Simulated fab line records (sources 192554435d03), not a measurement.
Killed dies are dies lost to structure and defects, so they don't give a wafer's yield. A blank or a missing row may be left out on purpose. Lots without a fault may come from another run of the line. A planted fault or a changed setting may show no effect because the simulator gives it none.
Which tool was responsible? / flow n5-finfet / 9 lots, 27 wafers sampled, at 8 steps of a route of 1938

== WHAT THE GAUGES READ, wafer by wafer ==
N5_BEOL_M3_THK_MEAS_53: measures by xrf.
lot=L679; measured=day 8 17:11; on=film-metro-01; M3_THK (nm)=39.5 41.4 38.8
lot=L681; measured=day 9 07:19; on=film-metro-02; M3_THK (nm)=39.5 37.7 40.1
lot=L683; measured=day 9 20:07; on=film-metro-02; M3_THK (nm)=295.5 295.2 297.1
lot=L687; measured=day 10 01:41; on=film-metro-01; M3_THK (nm)=308.1 306.0 297.3
lot=L685; measured=day 10 07:44; on=film-metro-02; M3_THK (nm)=304.1 300.4 300.7
lot=L693; measured=day 12 02:40; on=film-metro-01; M3_THK (nm)=37.3 41.4 40.5
lot=L696; measured=day 12 11:22; on=film-metro-02; M3_THK (nm)=39.2 40.8 41.4
lot=L697; measured=day 13 16:44; on=film-metro-01; M3_THK (nm)=39.0 40.3 39.4
lot=L699; measured=day 13 19:35; on=film-metro-01; M3_THK (nm)=40.5 39.7 40.2

N5_BEOL_M3_RS_MEAS_58: measures by four-point-probe.
lot=L679; measured=day 8 17:27; on=film-metro-02; M3_RS (ohm/sq)=0.68 0.63 0.68
lot=L681; measured=day 9 07:35; on=film-metro-01; M3_RS (ohm/sq)=0.68 0.72 0.66
lot=L683; measured=day 9 20:23; on=film-metro-02; M3_RS (ohm/sq)=0.06 0.06 0.06
lot=L687; measured=day 10 02:05; on=film-metro-01; M3_RS (ohm/sq)=0.06 0.06 0.06
lot=L685; measured=day 10 08:01; on=film-metro-01; M3_RS (ohm/sq)=0.06 0.06 0.06
lot=L693; measured=day 12 02:57; on=film-metro-02; M3_RS (ohm/sq)=0.73 0.64 0.66
lot=L696; measured=day 12 11:38; on=film-metro-01; M3_RS (ohm/sq)=0.70 0.65 0.65
lot=L697; measured=day 13 16:59; on=film-metro-02; M3_RS (ohm/sq)=0.68 0.66 0.67
lot=L699; measured=day 13 19:50; on=film-metro-02; M3_RS (ohm/sq)=0.65 0.66 0.65

N5_BEOL_M3_INSPECT_59: inspects for defects (darkfield).
lot=L679; measured=day 8 17:28; on=defect-inspect-01; raw-defect-count=103 66 79
lot=L681; measured=day 9 07:37; on=defect-inspect-01; raw-defect-count=40 78 101
lot=L683; measured=day 9 20:25; on=defect-inspect-02; raw-defect-count=5152 5061 5227
lot=L687; measured=day 10 02:08; on=defect-inspect-01; raw-defect-count=5171 5110 5015
lot=L685; measured=day 10 08:02; on=defect-inspect-02; raw-defect-count=5143 5044 5116
lot=L693; measured=day 12 02:59; on=defect-inspect-02; raw-defect-count=100 110 79
lot=L696; measured=day 12 11:40; on=defect-inspect-02; raw-defect-count=73 84 58
lot=L697; measured=day 13 17:01; on=defect-inspect-02; raw-defect-count=83 57 61
lot=L699; measured=day 13 19:52; on=defect-inspect-01; raw-defect-count=58 56 57

N5_BEOL_M4_RC_MEAS_101.
lot=L679; measured=day 9 03:07; on=prober-02; DIBL_N (mV/V)=34.3 34.0 32.7; DIBL_P (mV/V)=33.5 32.9 30.7; IOFF_N (nA/um)=0.16 0.14 0.12; IOFF_P (nA/um)=0.21 0.19 0.16; ION_N (uA/um)=678 670 653; ION_P (uA/um)=463 459 461; SS_N (mV/dec)=70.8 71.3 71.3; SS_P (mV/dec)=73.2 72.7 72.2; VT_N (mV)=246 250 252; VT_P (mV)=-247.1 -249.6 -251.3
lot=L681; measured=day 10 02:00; on=prober-02; DIBL_N (mV/V)=32.7 34.2 35.7; DIBL_P (mV/V)=32.6 34.1 37.3; IOFF_N (nA/um)=0.10 0.12 0.15; IOFF_P (nA/um)=0.14 0.16 0.20; ION_N (uA/um)=643 663 692; ION_P (uA/um)=446 453 471; SS_N (mV/dec)=70.0 71.5 71.5; SS_P (mV/dec)=71.9 72.7 73.3; VT_N (mV)=259 255 248; VT_P (mV)=-257.7 -254.1 -249.6
lot=L693; measured=day 12 16:12; on=prober-02; DIBL_N (mV/V)=35.5 34.0 36.1; DIBL_P (mV/V)=37.7 35.7 37.6; IOFF_N (nA/um)=0.18 0.14 0.17; IOFF_P (nA/um)=0.22 0.19 0.23; ION_N (uA/um)=683 682 680; ION_P (uA/um)=467 469 457; SS_N (mV/dec)=70.6 71.1 71.8; SS_P (mV/dec)=73.8 72.9 73.7; VT_N (mV)=247 251 247; VT_P (mV)=-248.6 -251.5 -248.3
lot=L696; measured=day 12 22:59; on=prober-02; DIBL_N (mV/V)=36.0 33.0 37.4; DIBL_P (mV/V)=35.9 32.7 36.6; IOFF_N (nA/um)=0.15 0.11 0.16; IOFF_P (nA/um)=0.20 0.16 0.21; ION_N (uA/um)=675 668 667; ION_P (uA/um)=461 459 457; SS_N (mV/dec)=71.1 70.9 71.4; SS_P (mV/dec)=74.0 73.1 73.7; VT_N (mV)=252 253 253; VT_P (mV)=-250.9 -252.0 -251.4
lot=L697; measured=day 14 04:22; on=prober-01; DIBL_N (mV/V)=36.3 36.6 35.2; DIBL_P (mV/V)=34.9 36.3 33.6; IOFF_N (nA/um)=0.15 0.15 0.13; IOFF_P (nA/um)=0.20 0.22 0.17; ION_N (uA/um)=679 671 661; ION_P (uA/um)=465 459 450; SS_N (mV/dec)=71.5 70.9 71.0; SS_P (mV/dec)=73.1 73.6 71.9; VT_N (mV)=246 249 250; VT_P (mV)=-251.2 -251.9 -253.3
lot=L699; measured=day 14 06:26; on=prober-01; DIBL_N (mV/V)=37.2 37.9 39.3; DIBL_P (mV/V)=37.1 36.6 38.0; IOFF_N (nA/um)=0.16 0.16 0.20; IOFF_P (nA/um)=0.21 0.21 0.25; ION_N (uA/um)=673 681 687; ION_P (uA/um)=457 461 464; SS_N (mV/dec)=71.4 72.1 72.2; SS_P (mV/dec)=73.4 74.0 73.7; VT_N (mV)=250 250 247; VT_P (mV)=-252.4 -252.9 -246.7

== WHAT TOOL EACH LOT RAN ON (gives the tool, then ch and the chambers of the sampled wafers, and finally the start) ==
lot=L679; N5_BEOL_M3_ANNEAL_87=pvd-sputter-03, day 8 15:23; N5_BEOL_M3_ANNEAL_91=pvd-sputter-03, day 8 15:49; N5_BEOL_M3_CMP_52=cmp-02 ch 0,1,2, day 8 16:53; N5_BEOL_M3_DEP_57=pecvd-03 ch 0,1, day 8 17:23
lot=L681; N5_BEOL_M3_ANNEAL_87=pvd-sputter-01, day 9 05:31; N5_BEOL_M3_ANNEAL_91=pvd-sputter-01, day 9 05:58; N5_BEOL_M3_CMP_52=cmp-04 ch 0,2,3, day 9 07:02; N5_BEOL_M3_DEP_57=pecvd-01 ch 0,1,2, day 9 07:31
lot=L683; N5_BEOL_M3_ANNEAL_87=pvd-sputter-01, day 9 18:18; N5_BEOL_M3_ANNEAL_91=pvd-sputter-01, day 9 18:44; N5_BEOL_M3_CMP_52=cmp-02 ch 1,2,3, day 9 19:53; N5_BEOL_M3_DEP_57=pecvd-03 ch 0,1, day 9 20:19
lot=L687; N5_BEOL_M3_ANNEAL_87=pvd-sputter-01, day 9 23:53; N5_BEOL_M3_ANNEAL_91=pvd-sputter-01, day 10 00:19; N5_BEOL_M3_CMP_52=cmp-04 ch 2,3, day 10 01:23; N5_BEOL_M3_DEP_57=pecvd-04 ch 1, day 10 02:01
lot=L685; N5_BEOL_M3_ANNEAL_87=pvd-sputter-03, day 10 05:41; N5_BEOL_M3_ANNEAL_91=pvd-sputter-03, day 10 06:08; N5_BEOL_M3_CMP_52=cmp-01 ch 1,2,3, day 10 07:32; N5_BEOL_M3_DEP_57=pecvd-04 ch 0,1, day 10 07:57
lot=L693; N5_BEOL_M3_ANNEAL_87=pvd-sputter-01, day 12 00:52; N5_BEOL_M3_ANNEAL_91=pvd-sputter-01, day 12 01:18; N5_BEOL_M3_CMP_52=cmp-02 ch 0,2,3, day 12 02:29; N5_BEOL_M3_DEP_57=pecvd-03 ch 0,2, day 12 02:53
lot=L696; N5_BEOL_M3_ANNEAL_87=pvd-sputter-01, day 12 09:34; N5_BEOL_M3_ANNEAL_91=pvd-sputter-01, day 12 10:00; N5_BEOL_M3_CMP_52=cmp-02 ch 0,2,3, day 12 11:11; N5_BEOL_M3_DEP_57=pecvd-01 ch 0,1, day 12 11:34
lot=L697; N5_BEOL_M3_ANNEAL_87=pvd-sputter-03, day 13 14:26; N5_BEOL_M3_ANNEAL_91=pvd-sputter-03, day 13 14:53; N5_BEOL_M3_CMP_52=cmp-01 ch 2,3, day 13 16:26; N5_BEOL_M3_DEP_57=pecvd-04 ch 0,2, day 13 16:56
lot=L699; N5_BEOL_M3_ANNEAL_87=pvd-sputter-02, day 13 17:46; N5_BEOL_M3_ANNEAL_91=pvd-sputter-02, day 13 18:13; N5_BEOL_M3_CMP_52=cmp-04 ch 0,2,3, day 13 19:22; N5_BEOL_M3_DEP_57=pecvd-03 ch 0,1,2, day 13 19:47
- N5_BEOL_M3_ANNEAL_87: time 240 s.
- N5_BEOL_M3_ANNEAL_91: time 240 s.
- N5_BEOL_M3_CMP_52: polishes, stops on SiOC, t overpolish 6.8 s, target thk 40 nm.
- N5_BEOL_M3_DEP_57: deposits SiCN from 3MS/NH3, target thk 8 nm, time 14 s.

== AS READ BY THE TOOLS THEMSELVES (means over the sampled wafers that have a number; for cases with no such wafer, the mark the record gives instead) ==
N5_BEOL_M3_ANNEAL_87.
lot=L679; tool=pvd-sputter-03; heater-power-w (W)=894
lot=L681; tool=pvd-sputter-01; heater-power-w (W)=807
lot=L683; tool=pvd-sputter-01; heater-power-w (W)=803
lot=L687; tool=pvd-sputter-01; heater-power-w (W)=847
lot=L685; tool=pvd-sputter-03; heater-power-w (W)=853
lot=L693; tool=pvd-sputter-01; heater-power-w (W)=915
lot=L696; tool=pvd-sputter-01; heater-power-w (W)=839
lot=L697; tool=pvd-sputter-03; heater-power-w (W)=835
lot=L699; tool=pvd-sputter-02; heater-power-w (W)=950

N5_BEOL_M3_ANNEAL_91.
lot=L679; tool=pvd-sputter-03; heater-power-w (W)=894
lot=L681; tool=pvd-sputter-01; heater-power-w (W)=805
lot=L683; tool=pvd-sputter-01; heater-power-w (W)=806
lot=L687; tool=pvd-sputter-01; heater-power-w (W)=846
lot=L685; tool=pvd-sputter-03; heater-power-w (W)=858
lot=L693; tool=pvd-sputter-01; heater-power-w (W)=903
lot=L696; tool=pvd-sputter-01; heater-power-w (W)=839
lot=L697; tool=pvd-sputter-03; heater-power-w (W)=852
lot=L699; tool=pvd-sputter-02; heater-power-w (W)=951

N5_BEOL_M3_CMP_52.
lot=L679; tool=cmp-02; barrier-field-endpoint-s (s)=23.6; clearing-platen-down-force-psi (psi)=1.4996; motor-current-A (A)=5.5; overpolish-run-s (s)=6.804; retaining-ring-pressure-frac=0.999; slurry-flow-ml-min=149.7; time-to-endpoint-s (s)=59
lot=L681; tool=cmp-04; barrier-field-endpoint-s (s)=24.4; clearing-platen-down-force-psi (psi)=1.5027; motor-current-A (A)=6.5; overpolish-run-s (s)=6.800; retaining-ring-pressure-frac=0.999; slurry-flow-ml-min=149.9; time-to-endpoint-s (s)=63
lot=L683; tool=cmp-02; barrier-field-endpoint-s (s)=-; clearing-platen-down-force-psi (psi)=-; motor-current-A (A)=-; overpolish-run-s (s)=-; retaining-ring-pressure-frac=-; slurry-flow-ml-min=-; time-to-endpoint-s (s)=-
lot=L687; tool=cmp-04; barrier-field-endpoint-s (s)=-; clearing-platen-down-force-psi (psi)=-; motor-current-A (A)=-; overpolish-run-s (s)=-; retaining-ring-pressure-frac=-; slurry-flow-ml-min=-; time-to-endpoint-s (s)=-
lot=L685; tool=cmp-01; barrier-field-endpoint-s (s)=-; clearing-platen-down-force-psi (psi)=-; motor-current-A (A)=-; overpolish-run-s (s)=-; retaining-ring-pressure-frac=-; slurry-flow-ml-min=-; time-to-endpoint-s (s)=-
lot=L693; tool=cmp-02; barrier-field-endpoint-s (s)=24.6; clearing-platen-down-force-psi (psi)=1.4980; motor-current-A (A)=5.5; overpolish-run-s (s)=6.814; retaining-ring-pressure-frac=1.000; slurry-flow-ml-min=149.9; time-to-endpoint-s (s)=63
lot=L696; tool=cmp-02; barrier-field-endpoint-s (s)=25.3; clearing-platen-down-force-psi (psi)=1.4998; motor-current-A (A)=5.4; overpolish-run-s (s)=6.800; retaining-ring-pressure-frac=0.997; slurry-flow-ml-min=149.6; time-to-endpoint-s (s)=65
lot=L697; tool=cmp-01; barrier-field-endpoint-s (s)=23.5; clearing-platen-down-force-psi (psi)=1.5011; motor-current-A (A)=6.7; overpolish-run-s (s)=6.799; retaining-ring-pressure-frac=0.996; slurry-flow-ml-min=150.4; time-to-endpoint-s (s)=58
lot=L699; tool=cmp-04; barrier-field-endpoint-s (s)=25.0; clearing-platen-down-force-psi (psi)=1.5042; motor-current-A (A)=6.5; overpolish-run-s (s)=6.797; retaining-ring-pressure-frac=0.999; slurry-flow-ml-min=149.8; time-to-endpoint-s (s)=65

N5_BEOL_M3_DEP_57.
lot=L679; tool=pecvd-03; showerhead-plenum-p-Torr (Torr)=3.662; throttle-valve-pct (%)=9.7
lot=L681; tool=pecvd-01; showerhead-plenum-p-Torr (Torr)=3.653; throttle-valve-pct (%)=8.8
lot=L683; tool=pecvd-03; showerhead-plenum-p-Torr (Torr)=3.666; throttle-valve-pct (%)=9.5
lot=L687; tool=pecvd-04; showerhead-plenum-p-Torr (Torr)=3.672; throttle-valve-pct (%)=10.0
lot=L685; tool=pecvd-04; showerhead-plenum-p-Torr (Torr)=3.674; throttle-valve-pct (%)=9.6
lot=L693; tool=pecvd-03; showerhead-plenum-p-Torr (Torr)=3.664; throttle-valve-pct (%)=9.3
lot=L696; tool=pecvd-01; showerhead-plenum-p-Torr (Torr)=3.669; throttle-valve-pct (%)=8.7
lot=L697; tool=pecvd-04; showerhead-plenum-p-Torr (Torr)=3.661; throttle-valve-pct (%)=8.8
lot=L699; tool=pecvd-03; showerhead-plenum-p-Torr (Torr)=3.663; throttle-valve-pct (%)=9.5

== THE ANSWER, worked out from the rows above alone ==
Rule: the usual values come from the lots themselves. Put in order of their means at a reading, lots are off if they are a third of the lots or fewer, leave a main group of 4 or more, and stand apart from it by a gap of 3 or more times the standard deviation of the main group's means; of several such gaps the widest counts. Not used: any main group whose means are identical at the precision the tables above print for the reading. Also off: a lot with no number at a reading for which 4 or more lots have one. The other lots that the step has rows for count as sound. First the gauges in route order, then the tools' own readings, where a lot's mean is used as printed above. At the first step where some lot is off, the reading lying furthest off is the one used; lots without a number count as furthest.
Off: at N5_BEOL_M3_THK_MEAS_53 (M3_THK), L683, L687, L685. The main group: mean 39.8 nm, standard deviation 0.43.
If a tool, at a process step before that reading, ran all the lots that are off and no sound lot after the first of them, it fits. The gauges at N5_BEOL_M3_THK_MEAS_53 aren't tried: what is off there is off at N5_BEOL_M3_INSPECT_59 too, on other tools, and a gauge's error can't cause that. No candidate that was tried fits.

== WHAT THE SIMULATOR HAD INSERTED ==
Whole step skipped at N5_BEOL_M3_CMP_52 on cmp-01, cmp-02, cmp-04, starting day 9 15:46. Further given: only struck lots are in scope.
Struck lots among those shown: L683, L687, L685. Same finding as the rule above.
